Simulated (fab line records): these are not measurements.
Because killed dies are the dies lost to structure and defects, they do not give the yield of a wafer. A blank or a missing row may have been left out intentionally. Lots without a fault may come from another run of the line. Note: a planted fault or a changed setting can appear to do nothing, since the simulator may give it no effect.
2 desks looking at one fault | flow nand-harc | each desk has only its own numbers; what lay behind them comes last

FOR THE TOOL OWNER'S DESK: litho-track-06
The tool's own readings at NHARC_P_M2_SOFTBAKE_04 (time 55 s): means of the sampled wafers that have a number, for each lot that ran on this tool. A lot is out of limits, marked OUT, if its mean lies more than 4 standard deviations from the usual mean; the brackets give that distance.
Columns: A = exhaust-pa at NHARC_P_M2_SOFTBAKE_04, usual 44.8 Pa; B = heater-power-total-W at NHARC_P_M2_SOFTBAKE_04, usual 188.45 W; C = resist-line-temp-C at NHARC_P_M2_SOFTBAKE_04, usual 23.00 C
lot  | first seen here | A    | B                | C
L658 | day 7 09:00     | 46.1 | 188.43           | 23.11
L664 | day 9 17:00     | 45.7 | 188.51           | 23.08
L665 | day 10 04:00    | 43.8 | 188.41           | 22.93
L668 | day 11 06:00    | 45.5 | 188.43           | 23.08
L678 | day 15 15:00    | 44.0 | 196.32 (+56) OUT | 23.07
This desk finds L678 out of limits, L678 being first, at day 15 15:00 (heater-power-total-W at NHARC_P_M2_SOFTBAKE_04). L658, L664, L665, L668 stayed within limits.

FROM THE METROLOGY DESK
What the gauges read, lot by lot, whatever tool the lot ran on: means of the sampled wafers that have a number. A lot is out of limits, marked OUT, if its mean lies more than 4 standard deviations from the usual mean; the brackets give that distance.
Columns: A = cd-nm at NHARC_P_M1_CD_MEAS_16, usual 130.0 nm
lot  | first seen here | A
L657 | day 6 18:28     | 130.4
L658 | day 7 06:19     | 129.1
L661 | day 8 08:16     | 129.8
L660 | day 8 08:35     | 129.8
L664 | day 9 14:26     | 130.4
L665 | day 10 01:05    | 130.2
L666 | day 10 18:18    | 130.6
L668 | day 11 03:35    | 130.4
L669 | day 11 10:53    | 129.9
L677 | day 15 03:19    | 130.7
L678 | day 15 12:17    | 130.9
L679 | day 15 20:13    | 131.5
Result from this desk: across the 12 lots, nothing is out of limits.

TAKEN TOGETHER
The tool owner's desk could have raised an alarm at day 15 15:00, on L678.
The metrology desk saw nothing out of limits.
The metrology desk holds a record of L678, inside its limits.
NHARC_P_M2_SOFTBAKE_04 was run on litho-track-06 by each of the lots named.

WHAT THE SIMULATOR HAD PUT IN
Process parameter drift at NHARC_P_M2_SOFTBAKE_04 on litho-track-06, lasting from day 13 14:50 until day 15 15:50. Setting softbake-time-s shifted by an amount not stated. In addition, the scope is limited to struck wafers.
Shown lots that were struck: L678.
How many hours passed from the start of the fault until each desk's first out-of-limits reading: the tool owner's desk, 48.
